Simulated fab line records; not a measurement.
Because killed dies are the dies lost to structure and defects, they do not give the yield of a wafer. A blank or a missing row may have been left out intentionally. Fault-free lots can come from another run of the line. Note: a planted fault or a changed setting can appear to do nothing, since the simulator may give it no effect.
Chamber matching || flow nand-harc || NHARC_P_GATE_DESCUM_13 on rie-diel-06 has 4 sister chambers
The step chemistry O2, time 3 s. 4 wafers are shown with their chamber, then 7 later ones without.

WAFERS WITH THEIR CHAMBER
{"wafer": "L748.2", "chamber": 2, "drypump-motor-current-A (A)": 5.5}
{"wafer": "L754.2", "chamber": 3, "drypump-motor-current-A (A)": 6.1}
{"wafer": "L757.3", "chamber": 1, "drypump-motor-current-A (A)": 5.0}
{"wafer": "L757.4", "chamber": 0, "drypump-motor-current-A (A)": 5.7}

WAFERS WITHOUT THEIR CHAMBER
{"wafer": "L757.5", "drypump-motor-current-A (A)": 5.6}
{"wafer": "L761.2", "drypump-motor-current-A (A)": 5.7}
{"wafer": "L761.5", "drypump-motor-current-A (A)": 6.1}
{"wafer": "L761.6", "drypump-motor-current-A (A)": 5.7}
{"wafer": "L767.3", "drypump-motor-current-A (A)": 5.5}
{"wafer": "L767.4", "drypump-motor-current-A (A)": 5.7}
{"wafer": "L767.5", "drypump-motor-current-A (A)": 6.1}

CHAMBER TAKEN BY EACH
{"wafer": "L757.5", "from the rows above": "can't be placed: 2 or 0", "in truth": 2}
{"wafer": "L761.2", "from the rows above": 0, "in truth": 0}
{"wafer": "L761.5", "from the rows above": 3, "in truth": 3}
{"wafer": "L761.6", "from the rows above": 0, "in truth": 0}
{"wafer": "L767.3", "from the rows above": 2, "in truth": 2}
{"wafer": "L767.4", "from the rows above": 0, "in truth": 0}
{"wafer": "L767.5", "from the rows above": 3, "in truth": 3}
Correctly placed: 6 of 7. These rows do not allow placing 1 (true chamber among the candidates in 1). 0 placed wrongly.
How it was worked out, from the rows above alone: a wafer's distance from a chamber is the root of the sum, over the readings, of the square of ((its reading less the chamber's mean) divided by the reading's scatter). If the next closest chamber is less than 2 further off than the closest, the wafer can't be placed; otherwise it belongs to the closest. For every chamber, the mean is computed from those of its wafers that are shown. The scatter: root of mean squared gap, hidden wafer to nearest shown wafer, with one shown wafer a chamber.
